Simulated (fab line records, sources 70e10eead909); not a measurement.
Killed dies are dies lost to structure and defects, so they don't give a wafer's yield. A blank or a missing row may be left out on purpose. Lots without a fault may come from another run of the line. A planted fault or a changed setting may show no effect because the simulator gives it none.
Which tool did it? | flow nand_harc | 13 lots, 39 wafers sampled, at 4 steps of a route of 1302

WHAT THE GAUGES READ, wafer by wafer
The record holds no reading of a measuring or inspecting step that can be judged against a usual standard deviation.

WHICH TOOL RAN EACH LOT (tool, then ch and the chambers of the sampled wafers, then the start)
lot  | NHARC_A_STAIRCASE_DESCUM_219       | NHARC_A_STAIRCASE_TRIM_222                    | NHARC_A_STAIRCASE_ETCH_225                    | NHARC_A_STAIRCASE_TRIM_226
L187 | rie_diel-09 ch 1,2, day 15 22:24   | rie_diel-09 ch 0,1,2, day 15 23:22 or earlier | rie_diel-09 ch 0,1,2, day 15 23:22 or earlier | rie_diel-09 ch 0,1,2, day 15 23:22
L188 | rie_diel-06 ch 0,2, day 16 09:04   | rie_diel-06 ch 0,1,3, day 16 09:50 or earlier | rie_diel-06 ch 1,2,3, day 16 09:50 or earlier | rie_diel-06 ch 1,3, day 16 09:50
L189 | rie_diel-13 ch 0,2,3, day 17 03:22 | rie_diel-13 ch 1,3, day 17 04:13 or earlier   | rie_diel-13 ch 1,2,3, day 17 04:13 or earlier | rie_diel-13 ch 1,3, day 17 04:13
L191 | rie_diel-06 ch 1,2, day 17 11:23   | rie_diel-06 ch 0,1,2, day 17 12:11 or earlier | rie_diel-06 ch 0,2,3, day 17 12:11 or earlier | rie_diel-06 ch 1,3, day 17 12:11
L190 | rie_diel-06 ch 1,2,3, day 17 13:47 | rie_diel-06 ch 1,2, day 17 14:53 or earlier   | rie_diel-06 ch 0,1, day 17 14:53 or earlier   | rie_diel-06 ch 0,2,3, day 17 14:53
L192 | rie_diel-09 ch 0,3, day 17 23:41   | rie_diel-09 ch 0,3, day 18 00:35 or earlier   | rie_diel-09 ch 0,3, day 18 00:35 or earlier   | rie_diel-09 ch 0,1, day 18 00:35
L195 | rie_diel-06 ch 0,1,2, day 19 08:16 | rie_diel-06 ch 0,1,3, day 19 09:02 or earlier | rie_diel-06 ch 0,1, day 19 09:02 or earlier   | rie_diel-06 ch 0,1,2, day 19 09:02
L196 | rie_diel-06 ch 2,3, day 20 07:14   | rie_diel-06 ch 1,2, day 20 08:31 or earlier   | rie_diel-06 ch 1,2, day 20 08:31 or earlier   | rie_diel-06 ch 0,1, day 20 08:31
L197 | rie_diel-09 ch 1,2, day 20 10:28   | rie_diel-09 ch 1,2,3, day 20 11:23 or earlier | rie_diel-09 ch 1,2, day 20 11:23 or earlier   | rie_diel-09 ch 2,3, day 20 11:23
L198 | rie_diel-09 ch 2,3, day 21 02:42   | rie_diel-09 ch 0,1, day 21 03:31 or earlier   | rie_diel-09 ch 0,3, day 21 03:31 or earlier   | rie_diel-09 ch 1,2,3, day 21 03:31
L201 | rie_diel-09 ch 0,1,2, day 22 07:43 | rie_diel-09 ch 1,2,3, day 22 08:28 or earlier | rie_diel-09 ch 1,2,3, day 22 08:28 or earlier | rie_diel-09 ch 1,2, day 22 08:28
L206 | rie_diel-13 ch 0,1,2, day 23 13:07 | rie_diel-13 ch 1,3, day 23 14:02 or earlier   | rie_diel-13 ch 1,2,3, day 23 14:02 or earlier | rie_diel-13 ch 1,2,3, day 23 14:02
L207 | rie_diel-13 ch 0,1,3, day 24 18:19 | rie_diel-13 ch 2,3, day 24 19:07 or earlier   | rie_diel-13 ch 0,3, day 24 19:07 or earlier   | rie_diel-13 ch 1,2,3, day 24 19:07
- NHARC_A_STAIRCASE_DESCUM_219: chemistry O2, time 3 s.
- NHARC_A_STAIRCASE_TRIM_222: chemistry O2, time 211.2 s.
- NHARC_A_STAIRCASE_ETCH_225: etches the open film in C4F8/O2, target depth 100 nm, time 40.5 s.
- NHARC_A_STAIRCASE_TRIM_226: chemistry O2, time 211.2 s.

WHAT THE TOOLS THEMSELVES READ (means of the sampled wafers that have a number; where no wafer has one, the mark that the record gives instead)
NHARC_A_STAIRCASE_DESCUM_219.
lot  | tool        | chamber_pressure_mTorr (mTorr) | drypump_motor_current_A (A) | o2_flow_sccm (sccm) | oes_product_au (a.u.) | rf_vpp_V (V) | showerhead_plenum_p_Torr (Torr) | throttle_valve_pct (%)
L187 | rie_diel-09 | 60.01                          | 6.1                         | 199.8               | 1.007                 | 58.2         | 1.96                            | 11.315
L188 | rie_diel-06 | 60.05                          | 5.6                         | 200.2               | 0.990                 | 58.1         | 1.96                            | 11.321
L189 | rie_diel-13 | 60.04                          | 5.5                         | 200.1               | 1.007                 | 57.9         | 1.95                            | 11.311
L191 | rie_diel-06 | 59.97                          | 5.5                         | 200.1               | 0.999                 | 58.7         | 2.02                            | 11.314
L190 | rie_diel-06 | 59.98                          | 5.8                         | 200.1               | 1.004                 | 58.3         | 1.96                            | 11.315
L192 | rie_diel-09 | 60.00                          | 5.6                         | 199.9               | 1.000                 | 58.0         | 1.82                            | 11.312
L195 | rie_diel-06 | 60.02                          | 5.6                         | 200.1               | 1.001                 | 58.6         | 1.97                            | 11.306
L196 | rie_diel-06 | 60.01                          | 5.6                         | 199.7               | 0.999                 | 58.8         | 1.99                            | 11.310
L197 | rie_diel-09 | 60.04                          | 6.1                         | 200.9               | 1.007                 | 58.2         | 1.95                            | 11.300
L198 | rie_diel-09 | 60.05                          | 6.1                         | 200.5               | 1.004                 | 57.5         | 1.85                            | 11.314
L201 | rie_diel-09 | 59.98                          | 5.6                         | 200.0               | 1.008                 | 58.0         | 1.95                            | 11.320
L206 | rie_diel-13 | 59.99                          | 5.1                         | 200.5               | 0.995                 | 58.2         | 1.97                            | 11.304
L207 | rie_diel-13 | 59.96                          | 5.6                         | 200.1               | 0.996                 | 57.8         | 1.92                            | 11.306

NHARC_A_STAIRCASE_TRIM_222.
lot  | tool        | chamber_pressure_mTorr (mTorr) | drypump_motor_current_A (A) | o2_flow_sccm (sccm) | oes_product_au (a.u.) | rf_vpp_V (V) | run_length_s (s) | showerhead_plenum_p_Torr (Torr) | throttle_valve_pct (%)
L187 | rie_diel-09 | 60.03                          | 5.6                         | 497.7               | 1.008                 | 57.6         | 232.9            | 3.61                            | 17.040
L188 | rie_diel-06 | 60.01                          | 6.1                         | 501.3               | 0.996                 | 58.4         | 232.3            | 3.54                            | 17.035
L189 | rie_diel-13 | 60.04                          | 5.7                         | 500.4               | 0.995                 | 57.9         | 232.3            | 3.51                            | 17.038
L191 | rie_diel-06 | 59.93                          | 5.6                         | 498.9               | 1.000                 | 58.5         | 232.3            | 3.64                            | 17.036
L190 | rie_diel-06 | 60.01                          | 5.7                         | 501.3               | 0.997                 | 57.9         | 232.4            | 3.66                            | 17.043
L192 | rie_diel-09 | 59.97                          | 5.3                         | 501.5               | 1.006                 | 58.5         | 232.9            | 3.44                            | 17.038
L195 | rie_diel-06 | 59.97                          | 6.1                         | 501.1               | 1.000                 | 58.0         | 232.1            | 3.53                            | 17.035
L196 | rie_diel-06 | 59.90                          | 5.5                         | 500.7               | 0.985                 | 57.9         | 232.9            | 3.70                            | 17.042
L197 | rie_diel-09 | 60.02                          | 6.0                         | 501.2               | 1.004                 | 57.0         | 232.5            | 3.51                            | 17.039
L198 | rie_diel-09 | 59.99                          | 5.2                         | 500.3               | 1.012                 | 57.4         | 233.1            | 3.60                            | 17.039
L201 | rie_diel-09 | 60.00                          | 6.0                         | 499.5               | 1.023                 | 57.8         | 232.6            | 3.69                            | 17.032
L206 | rie_diel-13 | 59.94                          | 5.7                         | 498.6               | 0.980                 | 57.8         | 232.4            | 3.48                            | 17.046
L207 | rie_diel-13 | 59.98                          | 6.0                         | 499.7               | 0.985                 | 57.8         | 231.9            | 3.42                            | 17.038

NHARC_A_STAIRCASE_ETCH_225.
lot  | tool        | chamber_pressure_mTorr (mTorr) | oes_product_au (a.u.) | rf_vpp_V (V)
L187 | rie_diel-09 | 25.011                         | 0.937                 | 899
L188 | rie_diel-06 | 24.993                         | 0.945                 | 899
L189 | rie_diel-13 | 25.010                         | 0.945                 | 896
L191 | rie_diel-06 | 24.985                         | 0.947                 | 898
L190 | rie_diel-06 | 24.992                         | 0.950                 | 897
L192 | rie_diel-09 | 25.001                         | 0.950                 | 890
L195 | rie_diel-06 | 25.006                         | 0.942                 | 897
L196 | rie_diel-06 | 25.002                         | 0.927                 | 900
L197 | rie_diel-09 | 24.999                         | 0.954                 | 898
L198 | rie_diel-09 | 24.981                         | 0.955                 | 892
L201 | rie_diel-09 | 25.006                         | 0.957                 | 902
L206 | rie_diel-13 | 24.970                         | 0.932                 | 895
L207 | rie_diel-13 | 24.994                         | 0.937                 | 894

NHARC_A_STAIRCASE_TRIM_226.
lot  | tool        | chamber_pressure_mTorr (mTorr) | drypump_motor_current_A (A) | o2_flow_sccm (sccm) | oes_product_au (a.u.) | rf_vpp_V (V) | run_length_s (s) | showerhead_plenum_p_Torr (Torr) | throttle_valve_pct (%)
L187 | rie_diel-09 | 60.02                          | 5.6                         | 501.5               | 1.010                 | 57.1         | 233.2            | 3.61                            | 17.032
L188 | rie_diel-06 | 60.00                          | 6.1                         | 499.0               | 0.993                 | 57.5         | 232.4            | 3.56                            | 17.037
L189 | rie_diel-13 | 60.02                          | 6.1                         | 498.9               | 1.002                 | 57.5         | 231.8            | 3.43                            | 17.035
L191 | rie_diel-06 | 60.05                          | 6.1                         | 501.0               | 0.998                 | 58.4         | 232.2            | 3.55                            | 17.038
L190 | rie_diel-06 | 59.97                          | 5.8                         | 500.7               | 0.998                 | 57.8         | 232.7            | 3.59                            | 17.040
L192 | rie_diel-09 | 60.01                          | 5.5                         | 499.1               | 1.011                 | 58.0         | 233.0            | 3.70                            | 17.040
L195 | rie_diel-06 | 60.06                          | 5.6                         | 499.6               | 0.993                 | 57.9         | 301.1            | 3.63                            | 17.037
L196 | rie_diel-06 | 60.00                          | 5.9                         | 500.0               | 1.000                 | 58.0         | 300.8            | 3.56                            | 17.036
L197 | rie_diel-09 | 60.02                          | 6.1                         | 500.0               | 1.004                 | 56.7         | 232.2            | 3.42                            | 17.036
L198 | rie_diel-09 | 60.02                          | 6.0                         | 499.3               | 1.008                 | 58.0         | 232.8            | 3.51                            | 17.032
L201 | rie_diel-09 | 60.00                          | 6.1                         | 499.6               | 1.012                 | 57.5         | 232.8            | 3.58                            | 17.027
L206 | rie_diel-13 | 59.94                          | 5.6                         | 500.3               | 0.990                 | 57.6         | 232.2            | 3.50                            | 17.029
L207 | rie_diel-13 | 60.00                          | 5.6                         | 498.6               | 0.988                 | 57.4         | 232.3            | 3.50                            | 17.037

THE ANSWER, worked out from the rows above alone
Rule: what is usual is taken from the lots themselves. Put in order of their means at a reading, lots are off if they are a third of the lots or fewer, leave a main group of 4 or more, and stand apart from it by a gap of 3 or more times the standard deviation of the main group's means; of several such gaps the widest counts. A main group whose means are all the same, to the digits that the tables above print for the reading, isn't used. A lot without any number at a reading at which 4 lots or more have one is off too. The other lots that the step has rows for count as sound. The gauges are gone through in route order, then the tools' own readings, and for those a lot's mean is taken as printed above. The first step at which some lot is off is used, and at that step the reading that is off furthest; a lot without a number counts as furthest.
Off: L195, L196, at NHARC_A_STAIRCASE_TRIM_226 (run_length_s). The main group: mean 232.5 s, standard deviation 0.4.
A tool fits if, at that step or a process step before it, it ran every lot that is off, and no sound lot after the first of them. NHARC_A_STAIRCASE_TRIM_222 gives no start for some lots, so the hours and the order of its lots are those of NHARC_A_STAIRCASE_TRIM_226. NHARC_A_STAIRCASE_ETCH_225 gives no start for some lots, so the hours and the order of its lots are those of NHARC_A_STAIRCASE_TRIM_226. One fits: rie_diel-06 at NHARC_A_STAIRCASE_DESCUM_219 and NHARC_A_STAIRCASE_TRIM_222 and NHARC_A_STAIRCASE_ETCH_225 and NHARC_A_STAIRCASE_TRIM_226. At NHARC_A_STAIRCASE_DESCUM_219 its last sound lot is L190 (day 17 13:47), its first lot that is off L195 (day 19 08:16): a fault that began between those two fits.

WHAT THE SIMULATOR HAD PUT IN
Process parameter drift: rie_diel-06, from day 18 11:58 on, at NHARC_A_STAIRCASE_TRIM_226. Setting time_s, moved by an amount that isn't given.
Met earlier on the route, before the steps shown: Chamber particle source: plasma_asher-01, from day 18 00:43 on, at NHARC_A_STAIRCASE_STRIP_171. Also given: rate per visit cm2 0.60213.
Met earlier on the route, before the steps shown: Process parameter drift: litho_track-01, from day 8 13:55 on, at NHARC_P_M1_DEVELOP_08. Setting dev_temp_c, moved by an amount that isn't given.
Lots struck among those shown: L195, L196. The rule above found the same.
